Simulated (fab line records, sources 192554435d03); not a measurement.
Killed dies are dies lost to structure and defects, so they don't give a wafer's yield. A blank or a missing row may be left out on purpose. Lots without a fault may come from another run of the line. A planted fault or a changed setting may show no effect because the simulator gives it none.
Which tool did it? | flow n5_finfet | 10 lots, 29 wafers sampled, at 5 steps of a route of 1938

WHAT THE GAUGES READ, wafer by wafer
N5_BEOL_M4_RC_MEAS_101.
lot  | measured     | on        | DIBL_N (mV/V)  | DIBL_P (mV/V)  | IOFF_N (nA/um) | IOFF_P (nA/um) | ION_N (uA/um) | ION_P (uA/um) | SS_N (mV/dec)  | SS_P (mV/dec)  | VT_N (mV)   | VT_P (mV)
L632 | day 8 09:23  | prober-01 | 34.7 33.8 37.8 | 35.3 35.0 38.8 | 0.13 0.13 0.20 | 0.19 0.19 0.25 | 665 687 689   | 459 467 467   | 71.2 71.0 71.7 | 73.2 73.7 74.1 | 251 249 246 | -253 -251 -249
L634 | day 8 01:04  | prober-01 | 39.6 35.4 37.8 | 41.3 36.2 39.6 | 0.29 0.17 0.23 | 0.36 0.22 0.32 | 715 691 696   | 484 470 480   | 72.7 71.5 72.1 | 74.8 73.3 74.0 | 238 247 243 | -241 -246 -242
L635 | day 9 05:10  | prober-01 | 35.7 36.3 37.7 | 36.9 38.2 40.2 | 0.18 0.17 0.23 | 0.19 0.19 0.24 | 677 667 700   | 453 456 467   | 71.6 71.6 72.0 | 73.4 73.1 73.6 | 243 253 244 | -254 -253 -250
L638 | day 9 13:09  | prober-02 | 38.0 39.4 34.8 | 36.7 38.2 32.6 | 0.21 0.22 0.13 | 0.23 0.24 0.16 | 690 699 684   | 468 469 462   | 71.7 72.1 71.1 | 73.6 74.7 72.6 | 246 249 253 | -250 -248 -253
L645 | day 11 07:29 | prober-02 | 36.1 35.9 37.0 | 36.5 35.4 37.1 | 0.15 0.16 0.17 | 0.20 0.20 0.23 | 674 684 683   | 462 460 463   | 71.9 71.3 71.3 | 73.4 73.3 73.4 | 251 248 248 | -251 -251 -248
L646 | day 11 14:02 | prober-02 | 39.4 34.7 35.5 | 41.1 32.9 35.6 | 0.25 0.14 0.15 | 0.29 0.15 0.20 | 703 672 670   | 478 454 461   | 72.8 71.4 71.3 | 74.9 72.9 72.9 | 243 250 250 | -244 -255 -252
L647 | day 11 13:43 | prober-01 | 34.1 35.7 35.5 | 33.3 34.9 34.5 | 0.12 0.14 0.14 | 0.20 0.23 0.22 | 659 666 657   | 459 467 460   | 71.4 71.9 71.1 | 73.2 73.1 72.6 | 254 251 252 | -249 -247 -249
L649 | day 11 20:49 | prober-02 | 38.1 40.9 38.4 | 35.3 38.5 35.4 | 0.18 0.22 0.16 | 0.24 0.30 0.23 | 688 693 669   | 475 478 459   | 72.0 72.2 71.9 | 73.1 74.1 73.5 | 249 243 252 | -246 -244 -248
L652 | day 13 05:25 | prober-02 | 38.8 37.5 37.8 | 40.2 39.5 38.9 | 0.22 0.20 0.18 | 0.29 0.29 0.25 | 696 696 679   | 472 480 466   | 72.0 72.4 72.2 | 74.7 74.3 74.3 | 247 245 249 | -244 -244 -245
L655 | day 13 11:31 | prober-02 | 36.7 37.7      | 37.9 40.2      | 0.20 0.22      | 0.26 0.31      | 686 701       | 474 487       | 72.2 72.3      | 73.6 74.8      | 243 242     | -244 -241

WHICH TOOL RAN EACH LOT (tool, then ch and the chambers of the sampled wafers, then the start)
lot  | N5_MOL_CONTACT_COAG_TI_SIL_19 | N5_MOL_CONTACT_COAG_ANNEAL_113   | N5_MOL_CONTACT_COAG_COAT_78       | N5_MOL_CONTACT_COAG_ALD_131
L632 | pvd_sputter-02, day 4 19:51   | rtp_anneal-02 ch 0, day 5 00:28  | litho_track-01 ch 0, day 5 06:26  | ald_sin-04 ch 1,2, day 5 07:14
L634 | pvd_sputter-02, day 5 06:25   | rtp_anneal-02 ch 0, day 5 09:57  | litho_track-02 ch 0, day 5 14:43  | ald_sin-03 ch 0,1,3, day 5 15:22
L635 | pvd_sputter-03, day 5 10:45   | rtp_anneal-02 ch 0, day 5 14:26  | litho_track-01 ch 0, day 5 19:29  | ald_sin-03 ch 0,1, day 5 20:05
L638 | pvd_sputter-01, day 6 09:38   | rtp_anneal-02 ch 0, day 6 12:12  | litho_track-04 ch 0, day 6 18:21  | ald_sin-04 ch 0,1,3, day 6 18:55
L645 | pvd_sputter-02, day 7 22:25   | rtp_anneal-02 ch 0, day 8 01:36  | litho_track-01 ch 0, day 8 06:40  | ald_sin-03 ch 0,2, day 8 08:14
L646 | pvd_sputter-03, day 8 05:15   | rtp_anneal-02 ch 0, day 8 07:04  | litho_track-01 ch 0, day 8 13:28  | ald_sin-04 ch 1,2, day 8 14:07
L647 | pvd_sputter-03, day 8 11:04   | rtp_anneal-02 ch 0, day 8 13:19  | litho_track-01 ch 0, day 8 20:04  | ald_sin-02 ch 1,2,3, day 8 21:22
L649 | pvd_sputter-03, day 8 22:54   | rtp_anneal-02 ch 0, day 9 02:15  | litho_track-02 ch 0, day 9 07:12  | ald_sin-03 ch 1,2,3, day 9 07:51
L652 | pvd_sputter-02, day 9 17:40   | rtp_anneal-02 ch 0, day 9 21:17  | litho_track-02 ch 0, day 10 03:54 | ald_sin-04 ch 1,2,3, day 10 05:11
L655 | pvd_sputter-02, day 10 18:10  | rtp_anneal-02 ch 0, day 10 20:50 | litho_track-04 ch 0, day 11 02:04 | ald_sin-04 ch 2,3, day 11 02:48
- N5_MOL_CONTACT_COAG_TI_SIL_19: material Ti, target thk 4.2 nm, time 15 s.
- N5_MOL_CONTACT_COAG_ANNEAL_113: time 300 s.
- N5_MOL_CONTACT_COAG_COAT_78: resist thk 40 nm.
- N5_MOL_CONTACT_COAG_ALD_131: deposits SiO2, target thk 5 nm, pulse time 1 s, co reactant pulse time 1 s.

WHAT THE TOOLS THEMSELVES READ (means of the sampled wafers that have a number; where no wafer has one, the mark that the record gives instead)
N5_MOL_CONTACT_COAG_TI_SIL_19.
lot  | tool           | throttle_valve_pct (%)
L632 | pvd_sputter-02 | 32.5
L634 | pvd_sputter-02 | 31.4
L635 | pvd_sputter-03 | 30.1
L638 | pvd_sputter-01 | 28.9
L645 | pvd_sputter-02 | 31.5
L646 | pvd_sputter-03 | 29.8
L647 | pvd_sputter-03 | 31.1
L649 | pvd_sputter-03 | 30.0
L652 | pvd_sputter-02 | 32.2
L655 | pvd_sputter-02 | 31.3

N5_MOL_CONTACT_COAG_ANNEAL_113.
lot  | tool          | lamp_power_pct (%) | lamp_zone_3_pct (%) | lamp_zone_4_pct (%) | lamp_zone_5_pct (%) | wafer_temp_C_max
L632 | rtp_anneal-02 | 2.68               | 2.68                | 2.68                | 2.68                | 401.5
L634 | rtp_anneal-02 | 2.68               | 2.68                | 2.68                | 2.68                | 401.1
L635 | rtp_anneal-02 | 2.68               | 2.68                | 2.68                | 2.68                | 401.9
L638 | rtp_anneal-02 | 2.68               | 2.68                | 2.68                | 2.68                | 401.4
L645 | rtp_anneal-02 | 2.68               | 2.68                | 2.68                | 2.68                | 401.7
L646 | rtp_anneal-02 | 2.68               | 2.68                | 2.68                | 2.68                | 401.4
L647 | rtp_anneal-02 | 2.68               | 2.68                | 2.68                | 2.68                | 401.6
L649 | rtp_anneal-02 | 2.68               | 2.68                | 2.68                | 2.68                | 401.6
L652 | rtp_anneal-02 | 2.68               | 2.68                | 2.68                | 2.68                | 401.2
L655 | rtp_anneal-02 | 2.68               | 2.68                | 2.68                | 2.68                | 401.4

N5_MOL_CONTACT_COAG_COAT_78.
lot  | tool           | spin_speed_rpm (rpm)
L632 | litho_track-01 | 1499.8
L634 | litho_track-02 | 1500.1
L635 | litho_track-01 | 1500.6
L638 | litho_track-04 | 1500.2
L645 | litho_track-01 | 1500.4
L646 | litho_track-01 | 1402.0
L647 | litho_track-01 | 1401.7
L649 | litho_track-02 | 1500.6
L652 | litho_track-02 | 1499.4
L655 | litho_track-04 | 1500.0

N5_MOL_CONTACT_COAG_ALD_131.
lot  | tool       | heater_power_w (W) | precursor_pulse_height_rel
L632 | ald_sin-04 | 72                 | 0.992
L634 | ald_sin-03 | 71                 | 1.005
L635 | ald_sin-03 | 70                 | 0.990
L638 | ald_sin-04 | 67                 | 0.994
L645 | ald_sin-03 | 73                 | 1.026
L646 | ald_sin-04 | 74                 | 1.002
L647 | ald_sin-02 | 85                 | 0.999
L649 | ald_sin-03 | 73                 | 1.008
L652 | ald_sin-04 | 70                 | 1.009
L655 | ald_sin-04 | 71                 | 1.006

THE ANSWER, worked out from the rows above alone
Rule: what is usual is taken from the lots themselves. Put in order of their means at a reading, lots are off if they are a third of the lots or fewer, leave a main group of 4 or more, and stand apart from it by a gap of 3 or more times the standard deviation of the main group's means; of several such gaps the widest counts. A main group whose means are all the same, to the digits that the tables above print for the reading, isn't used. A lot without any number at a reading at which 4 lots or more have one is off too. The other lots that the step has rows for count as sound. The gauges are gone through in route order, then the tools' own readings, and for those a lot's mean is taken as printed above. The first step at which some lot is off is used, and at that step the reading that is off furthest; a lot without a number counts as furthest.
Off: L646, L647, at N5_MOL_CONTACT_COAG_COAT_78 (spin_speed_rpm). The main group: mean 1500.1 rpm, standard deviation 0.38.
A tool fits if, at that step or a process step before it, it ran every lot that is off, and no sound lot after the first of them. One fits: litho_track-01 at N5_MOL_CONTACT_COAG_COAT_78. Its last sound lot is L645 (day 8 06:40), its first lot that is off L646 (day 8 13:28): a fault that began between those two fits.
The tool's own readings at N5_MOL_CONTACT_COAG_COAT_78 bear it out: on the lots that are off they differ by more than 5 times the standard deviation of the sound lots' means. spin_speed_rpm reads 1401.8 rpm there against 1500.1 rpm on the sound lots.

WHAT THE SIMULATOR HAD PUT IN
Process parameter drift: litho_track-01, from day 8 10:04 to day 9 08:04, at N5_MOL_CONTACT_COAG_COAT_78. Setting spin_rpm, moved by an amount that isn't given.
Lots struck among those shown: L647, L646. The rule above found the same.
